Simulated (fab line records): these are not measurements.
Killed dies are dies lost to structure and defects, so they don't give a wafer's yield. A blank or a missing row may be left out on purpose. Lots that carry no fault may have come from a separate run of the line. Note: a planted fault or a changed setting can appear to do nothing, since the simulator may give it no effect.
fab line records | flow n5Finfet | part 2 of 2: steps 20 to 28 of 28
[record] lots = 5 wafers = 15 lastDay = 16
route steps=1938 shown BEOL_M10@1475
lots untouched by any fault: they come from a run of this same line in which no faults occurred
startH: hours from the record's opening day to when the first of the lot's shown wafers began | waitH: how many hours have passed since the lot's step before this one | " as in the row above | L1.1+2: a row that stands for several wafers | - no value, or no start was given | * or withheld: withheld | < > ~ a bound
route shown NAME@n: NAME is a module with steps in the file, n the number in the route of the first one | usual: average and standard deviation across the fault-free wafers | same: alike in all rows | chamber/n: place in a boat | sites: readings site by site | _std_site: the values' standard deviation | _edge_site: inner sites' mean taken away from outer sites' mean | radiusMm: for every site, how far away it sits from the centre of the wafer | mask NAME#n: copy n | behind: the last tool/chamber to shape the wafer | hold: the reason the lot was held/the length of the hold in hours/how it ended | device: transistor that didn't switch, given as n, p or np | end of line: at the end of the route, the tests of the same wafers | a step without rows: its recipe alone | killed: not the wafer's yield, but the dies lost to structure and defects at the first sort | map: dies across one wafer; x = killed, . = not, _ = none there
set.NAME: the setting that was run; set.NAME@STEP: the one run at that earlier step | model.NAME: the simulator's own value behind a step, which no gauge read
certain route steps with their lots: each step a table, each wafer a row
services: the hour from which a tool's chamber was out of use, counted from the record's first day as startH (under 0 if before that day), plus the number of hours and why
[[steps]]
[step N5_BEOL_M10_COAT_63]
[recipe] resist = SOC tempC = 250 timeS = 60 spinRpm = 1500 resistThkNm = 100
[usual] chillPlateTempC = 23.00/0.1 resistLineTempC = 22.98/0.11
// columns lot.wafer tool chamber startH waitH chillPlateTempC resistLineTempC
L076.1 lithoTrack-01 0 231.32 1.3 22.97 23.09
L076.4 " 0 " " 23.03 22.93
L076.6 " 0 " " 22.90 22.91
L082.4 lithoTrack-05 0 272.01 1.2 22.96 22.93
L082.5 " 0 " " 22.86 23.04
L082.6 " 0 " " 23.08 22.79
L092.1 lithoTrack-02 0 320.97 0.0 23.08 23.00
L092.2 " 0 " " 23.05 22.94
L092.3 " 0 " " 22.82 22.81
L091.3 lithoTrack-05 0 332.85 1.3 22.97 22.93
L091.4 " 0 " " 22.98 22.96
L091.5 " 0 " " 23.04 23.10
L095.1 lithoTrack-02 0 346.27 0.6 23.10 22.95
L095.4 " 0 " " 22.98 23.03
L095.5 " 0 " " 22.98 23.08
[step N5_BEOL_M10_COAT_64]
[recipe] resist = SiARC tempC = 220 timeS = 60 spinRpm = 1500 resistThkNm = 30
[usual] chillPlateTempC = 22.99/0.11 resistLineTempC = 23.02/0.11
// columns lot.wafer tool chamber startH waitH chillPlateTempC resistLineTempC
L076.1 lithoTrack-01 0 - - 22.95 22.96
L076.4 " 0 " " 22.90 22.89
L076.6 " 0 " " 22.82 22.83
L082.4 lithoTrack-05 0 - - 23.10 23.04
L082.5 " 0 " " 23.14 23.03
L082.6 " 0 " " 23.20 23.00
L092.1 lithoTrack-02 0 - - 22.87 23.00
L092.2 " 0 " " 23.00 22.95
L092.3 " 0 " " 22.98 23.03
L091.3 lithoTrack-05 0 - - 23.08 23.08
L091.4 " 0 " " 23.05 23.05
L091.5 " 0 " " 22.92 23.09
L095.1 lithoTrack-02 0 - - 23.06 22.81
L095.4 " 0 " " 23.07 23.11
L095.5 " 0 " " 23.09 22.85
[step N5_BEOL_M10_COAT_22]
[recipe] resist = CAR-ArF spinRpm = 1500 resistThkNm = 90
[usual] chillPlateTempC = 23.01/0.1 resistLineTempC = 23.00/0.11
// columns lot.wafer tool chamber startH waitH chillPlateTempC resistLineTempC
L076.1 lithoTrack-01 0 - - 23.14 23.01
L076.4 " 0 " " 22.92 23.17
L076.6 " 0 " " 23.15 23.04
L082.4 lithoTrack-05 0 - - 22.86 23.02
L082.5 " 0 " " 22.92 23.12
L082.6 " 0 " " 22.78 23.06
L092.1 lithoTrack-02 0 - - 23.05 23.04
L092.2 " 0 " " 22.99 22.92
L092.3 " 0 " " 22.92 23.00
L091.3 lithoTrack-05 0 - - 23.09 23.11
L091.4 " 0 " " 22.99 22.82
L091.5 " 0 " " 22.93 22.76
L095.1 lithoTrack-02 0 - - 22.85 22.97
L095.4 " 0 " " 22.90 22.99
L095.5 " 0 " " 22.89 22.98
[step N5_BEOL_M10_EBR_24]
[recipe] solvent = PGMEA ebrWidthMm = 1.5
[usual] chillPlateTempC = 22.98/0.098 resistLineTempC = 22.97/0.1
// columns lot.wafer tool chamber startH waitH chillPlateTempC resistLineTempC
L076.1 lithoTrack-01 0 - - 23.04 22.94
L076.4 " 0 " " 23.05 22.97
L076.6 " 0 " " 23.01 22.90
L082.4 lithoTrack-05 0 - - 23.06 23.01
L082.5 " 0 " " 23.01 23.03
L082.6 " 0 " " 23.12 22.98
L092.1 lithoTrack-02 0 - - 23.09 23.05
L092.2 " 0 " " 23.16 23.09
L092.3 " 0 " " 23.12 23.09
L091.3 lithoTrack-05 0 - - 22.83 22.89
L091.4 " 0 " " 22.92 23.00
L091.5 " 0 " " 22.83 22.95
L095.1 lithoTrack-02 0 - - 23.12 22.96
L095.4 " 0 " " 23.08 23.02
L095.5 " 0 " " 22.94 22.92
[step N5_BEOL_M10_SOFTBAKE_23]
[recipe] tempC = 110 timeS = 60 resist = CAR-ArF
[usual] chillPlateTempC = 23.01/0.1 resistLineTempC = 22.99/0.1
// columns lot.wafer tool chamber startH waitH chillPlateTempC resistLineTempC
L076.1 lithoTrack-01 0 - - 23.09 22.93
L076.4 " 0 " " 22.99 22.89
L076.6 " 0 " " 23.19 22.87
L082.4 lithoTrack-05 0 - - 22.98 23.00
L082.5 " 0 " " 22.97 22.98
L082.6 " 0 " " 22.99 22.96
L092.1 lithoTrack-02 0 - - 22.96 23.14
L092.2 " 0 " " 23.04 22.98
L092.3 " 0 " " 22.96 22.94
L091.3 lithoTrack-05 0 - - 23.05 22.95
L091.4 " 0 " " 23.12 23.03
L091.5 " 0 " " 23.02 22.90
L095.1 lithoTrack-02 0 - - 22.78 23.07
L095.4 " 0 " " 22.86 23.00
L095.5 " 0 " " 22.86 22.94
[step N5_BEOL_M10_EXPOSE_25]
[recipe] maskId = V9 na = 1.35 sourceShape = annular sigmaInner = 0.5 sigmaOuter = 0.8 polarization = unpolarized doseMj = 85.5
// columns lot.wafer tool chamber startH waitH mask
L076.1+4+6 arfiScanner-03 0 231.44 - V9#0
L082.4+5+6 arfiScanner-02 0 272.14 - V9#0
L092.1+2+3 arfiScanner-02 0 321.21 - V9#0
L091.3+4+5 arfiScanner-02 0 333.16 - V9#0
L095.1+4+5 arfiScanner-01 0 346.51 - V9#0
[step N5_BEOL_M10_PEB_26]
[recipe] pebTempC = withheld pebTimeS = 60 resist = CAR-ArF
[usual] chillPlateTempC = 22.98/0.1 resistLineTempC = 23.02/0.12
// columns lot.wafer tool chamber startH waitH chillPlateTempC resistLineTempC
L076.1 lithoTrack-02 0 231.51 0.1 22.93 23.15
L076.4 " 0 " " 22.99 22.92
L076.6 " 0 " " 23.10 23.07
L082.4 lithoTrack-01 0 272.19 0.0 23.13 23.01
L082.5 " 0 " " 23.04 22.85
L082.6 " 0 " " 23.05 23.02
L092.1 lithoTrack-01 0 321.27 0.1 23.13 23.13
L092.2 " 0 " " 23.14 22.95
L092.3 " 0 " " 23.06 23.12
L091.3 lithoTrack-05 0 333.21 0.0 23.00 23.10
L091.4 " 0 " " 23.00 23.23
L091.5 " 0 " " 22.87 23.27
L095.1 lithoTrack-05 0 346.57 0.1 23.09 22.85
L095.4 " 0 " " 22.96 22.99
L095.5 " 0 " " 22.98 22.94
[step N5_BEOL_M10_DEVELOP_27]
[recipe] developTimeS = 30 developer = TMAH resist = CAR-ArF rinseLiquid = diw dry = airSpin devTempC = 23
[usual] chillPlateTempC = 23.01/0.094 developerTempC = 22.99/0.09 resistLineTempC = 22.98/0.1
// columns lot.wafer tool chamber startH waitH chillPlateTempC developerTempC resistLineTempC
L076.1 lithoTrack-02 0 - - 23.14 23.16 23.12
L076.4 " 0 " " 23.21 23.01 23.03
L076.6 " 0 " " 23.02 22.86 23.06
L082.4 lithoTrack-01 0 - - 22.97 22.91 22.85
L082.5 " 0 " " 23.07 23.06 22.81
L082.6 " 0 " " 22.94 22.93 23.01
L092.1 lithoTrack-01 0 - - 22.72 23.00 22.93
L092.2 " 0 " " 22.95 22.93 22.82
L092.3 " 0 " " 22.98 22.98 22.91
L091.3 lithoTrack-05 0 - - 23.14 22.98 22.83
L091.4 " 0 " " 22.96 22.92 22.91
L091.5 " 0 " " 23.12 22.86 22.94
L095.1 lithoTrack-05 0 - - 22.98 23.13 23.03
L095.4 " 0 " " 23.07 23.01 22.94
L095.5 " 0 " " 23.19 23.12 23.03
[step N5_BEOL_M10_CD_MEAS_28]
[recipe] targetCdNm = 70 landingEnergyEv = 500 detector = seInlens polarity = opening
[usual] cdNm = 69.5/0.92
[same] landingEnergyEv = 500
// columns lot.wafer tool chamber startH waitH cdNm
L076.1 cdSem-03 0 231.57 - 69.1
L076.4 " 0 " " 69.3
L076.6 " 0 " " 68.9
L082.4 cdSem-01 0 272.26 - 67.7
L082.5 " 0 " " 68.5
L082.6 " 0 " " 69.2
L092.1 cdSem-02 0 321.34 - 70.0
L092.2 " 0 " " 69.1
L092.3 " 0 " " 69.3
L091.3 cdSem-02 0 333.28 - 69.6
L091.4 " 0 " " 68.1
L091.5 " 0 " " 70.3
L095.1 cdSem-02 0 346.64 - 70.1
L095.4 " 0 " " 68.9
L095.5 " 0 " " 69.8
[[services]]
// columns tool chamber startH hours kind
rieDiel-03 0 222.41 3.9 repair
arfiScanner-02 - 229.35 1.8 repair
arfiScanner-01 - 231.04 1.0 pm
arfiScanner-02 - 243.31 4.9 pm
rieDiel-04 0 244.97 22.3 repair
arfiScanner-01 - 245.72 6.5 repair
arfiScanner-03 - 253.21 1.3 pm
arfiScanner-01 - 254.18 0.8 pm
arfiScanner-03 - 255.02 1.0 pm
arfiScanner-01 - 264.13 4.9 pm
rieDiel-02 3 277.74 6.1 repair
arfiScanner-02 - 282.13 0.7 repair
arfiScanner-03 - 284.07 0.8 pm
rieDiel-04 1 305.74 - clean
rieDiel-02 - 307.01 4.3 pm
arfiScanner-03 - 308.78 3.8 repair
arfiScanner-02 - 311.13 1.0 pm
arfiScanner-02 - 314.38 1.3 pm
arfiScanner-03 - 318.49 4.9 pm
rieDiel-02 0 321.23 8.0 repair
arfiScanner-01 - 321.85 1.3 pm
arfiScanner-03 - 327.64 8.9 repair
arfiScanner-01 - 328.01 1.1 repair
arfiScanner-01 - 333.73 2.0 repair
